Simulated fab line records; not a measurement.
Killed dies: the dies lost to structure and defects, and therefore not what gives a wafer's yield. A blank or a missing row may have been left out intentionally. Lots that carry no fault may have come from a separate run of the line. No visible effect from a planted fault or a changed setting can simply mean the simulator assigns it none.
Chamber matching -- flow nandHarc -- NHARC_A_CHANNEL_FILL_D1_ETCHBACK_20 on rieDiel-07 has 4 sister chambers
The step etches the open film in C4F8/O2/Ar, target depth 27 nm, time 13.5 s. 8 wafers are shown with their chamber, then 7 later ones without.

WAFERS WITH THEIR CHAMBER
wafer,chamber,rfVppV (V),oesProductAu (a.u.)
L077.5,2,978,0.93
L083.1,2,978,1.00
L083.2,0,983,1.00
L087.1,1,970,1.01
L087.3,3,980,1.01
L087.5,3,978,1.00
L090.1,0,981,1.01
L090.4,1,970,1.01

WAFERS WITH NO CHAMBER GIVEN
wafer,rfVppV (V),oesProductAu (a.u.)
L090.6,983,1.01
L091.1,982,0.93
L091.2,977,0.92
L091.3,970,0.93
L095.2,981,0.93
L095.5,982,0.94
L095.6,969,0.93

THE CHAMBER EACH PASSED THROUGH
wafer,from the rows above,in truth
L090.6,0,0
L091.1,can't be placed: 0 or 3 or 2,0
L091.2,can't be placed: 2 or 3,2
L091.3,1,1
L095.2,can't be placed: 0 or 2 or 3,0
L095.5,can't be placed: 0 or 3 or 2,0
L095.6,1,1
3 of 7 placed correctly. Cannot be placed on the basis of these rows: 4; the candidates contain the true chamber in 4. Wrongly placed: 0.
How it was worked out, from the rows above alone: a wafer's distance from a chamber is the root of the sum, over the readings, of the square of ((its reading less the chamber's mean) divided by the reading's scatter). If the next closest chamber is less than 2 further off than the closest, the wafer can't be placed; otherwise it belongs to the closest. For every chamber, the mean is computed from those of its wafers that are shown. How the scatter is found: for the shown wafers, subtract from each reading the mean of its chamber, square and add these, divide the total by (wafers less chambers), then take the root.
